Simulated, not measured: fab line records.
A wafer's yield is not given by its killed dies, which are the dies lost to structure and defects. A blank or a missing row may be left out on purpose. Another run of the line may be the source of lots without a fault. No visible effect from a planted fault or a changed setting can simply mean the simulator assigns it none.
What tool caused it? || flow nand harc || 7 lots (21 wafers sampled), 1 step of a 1302-step route

== WHAT THE GAUGES SHOWED, per wafer ==
NHARC_A_CHANNEL_FILL_D1_THK_MEAS_06: measures by ellipsometry.
{"lot": "L942", "measured": "day 11 15:41", "on": "film metro-01", "thk nm (nm)": "5.9 5.7 4.8"}
{"lot": "L945", "measured": "day 13 01:47", "on": "film metro-02", "thk nm (nm)": "6.3 6.7 4.4"}
{"lot": "L947", "measured": "day 13 23:25", "on": "film metro-01", "thk nm (nm)": "5.9 4.9 4.0"}
{"lot": "L949", "measured": "day 15 00:04", "on": "film metro-01", "thk nm (nm)": "5.1 6.5 6.7"}
{"lot": "L953", "measured": "day 16 17:47", "on": "film metro-01", "thk nm (nm)": "4.7 4.4 5.1"}
{"lot": "L955", "measured": "day 17 06:37", "on": "film metro-01", "thk nm (nm)": "6.1 4.2 4.7"}
{"lot": "L957", "measured": "day 18 01:18", "on": "film metro-02", "thk nm (nm)": "6.5 6.2 4.0"}

== TOOL THAT RAN EACH LOT (tool first, then ch and the chambers of the sampled wafers, then the start) ==
Record: no process step prior to these readings.

== THE ANSWER, worked out from the rows above alone ==
Rule: usual is defined by the lots themselves. Put in order of their means at a reading, lots are off if they are a third of the lots or fewer, leave a main group of 4 or more, and stand apart from it by a gap of 3 or more times the standard deviation of the main group's means; of several such gaps the widest counts. A main group whose means are all the same, to the digits that the tables above print for the reading, isn't used. Also off: a lot with no number at a reading for which 4 or more lots have one. All remaining lots with rows at the step are treated as sound.
None of the lots is off at any reading shown; this tells nothing.

== WHAT THE SIMULATOR HAD INSERTED ==
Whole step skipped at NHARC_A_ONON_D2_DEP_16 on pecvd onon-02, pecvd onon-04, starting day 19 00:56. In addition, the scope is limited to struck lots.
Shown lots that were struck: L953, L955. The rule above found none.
